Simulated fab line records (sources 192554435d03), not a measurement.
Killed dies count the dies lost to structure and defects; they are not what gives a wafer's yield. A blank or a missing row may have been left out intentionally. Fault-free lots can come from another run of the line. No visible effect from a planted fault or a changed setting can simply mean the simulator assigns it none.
Chamber matching | flow n5-finfet | rie-diel-01 running N5_BEOL_M9_DESCUM_33: 4 sister chambers
The step chemistry O2, time 7 s. 4 wafers are shown with their chamber, then 8 later ones without.

== WAFERS, EACH WITH ITS CHAMBER ==
wafer  | chamber | showerhead-plenum-p-Torr (Torr)
L075.2 | 0       | 2.13
L075.3 | 1       | 2.18
L075.5 | 3       | 2.01
L088.3 | 2       | 2.12

== WAFERS WITH NO CHAMBER GIVEN ==
wafer  | showerhead-plenum-p-Torr (Torr)
L088.5 | 2.12
L088.6 | 2.12
L093.1 | 2.00
L093.2 | 2.11
L093.3 | 2.12
L093.4 | 2.17
L093.5 | 2.17
L093.6 | 2.12

== WHICH CHAMBER EACH ONE RAN IN ==
wafer  | from the rows above     | in truth
L088.5 | can't be placed: 2 or 0 | 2
L088.6 | can't be placed: 2 or 0 | 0
L093.1 | 3                       | 3
L093.2 | can't be placed: 2 or 0 | 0
L093.3 | can't be placed: 2 or 0 | 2
L093.4 | 1                       | 1
L093.5 | 1                       | 1
L093.6 | can't be placed: 2 or 0 | 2
3 of 8 placed correctly. Not placeable from these rows: 5 (in 5, the candidates include the true chamber). Placed wrongly: 0.
How it was worked out, from the rows above alone: a wafer's distance from a chamber is the root of the sum, over the readings, of the square of ((its reading less the chamber's mean) divided by the reading's scatter). The wafer belongs to the nearest chamber; if the next one is less than 2 further off, it can't be placed. A chamber's mean is the mean of its shown wafers. The scatter (one wafer shown for each chamber): square how far every hidden wafer sits from the nearest shown wafer, average those squares and take the square root.
